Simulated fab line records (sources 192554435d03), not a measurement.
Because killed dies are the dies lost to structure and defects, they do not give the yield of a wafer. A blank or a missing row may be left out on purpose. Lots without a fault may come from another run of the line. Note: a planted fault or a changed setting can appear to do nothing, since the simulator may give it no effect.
Matching of chambers    flow n5 finfet    N5_BEOL_M10_ALD_74 on ald metal-04: 4 sister chambers
The step deposits TaN, target thk 2 nm, pulse time 2 s, purge time 3 s. 4 wafers are shown with their chamber, then 10 later ones without.

## WAFERS PAIRED WITH THEIR CHAMBERS
wafer   chamber  heater power w (W)
L075.5  3        358
L085.6  2        435
L092.1  0        343
L092.2  1        363

## WAFERS WHOSE CHAMBER IS MISSING
wafer   heater power w (W)
L092.3  346
L093.1  343
L093.2  355
L093.4  370
L096.2  382
L096.3  368
L096.5  359
L095.3  373
L095.4  345
L095.5  365

## CHAMBER TAKEN BY EACH
wafer   from the rows above           in truth
L092.3  can't be placed: 0 or 3 or 1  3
L093.1  0                             0
L093.2  can't be placed: 3 or 1 or 0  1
L093.4  can't be placed: 1 or 3       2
L096.2  can't be placed: 1 or 3       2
L096.3  can't be placed: 1 or 3       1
L096.5  can't be placed: 3 or 1       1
L095.3  can't be placed: 1 or 3       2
L095.4  can't be placed: 0 or 3       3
L095.5  can't be placed: 1 or 3       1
Placed correctly: 1 of 10. Cannot be placed on the basis of these rows: 9; the candidates contain the true chamber in 6. Wrongly placed: 0.
How it was worked out, from the rows above alone: a wafer's distance from a chamber is the root of the sum, over the readings, of the square of ((its reading less the chamber's mean) divided by the reading's scatter). The wafer belongs to the nearest chamber; if the next one is less than 2 further off, it can't be placed. For every chamber, the mean is computed from those of its wafers that are shown. The scatter (one wafer shown for each chamber): square how far every hidden wafer sits from the nearest shown wafer, average those squares and take the square root.
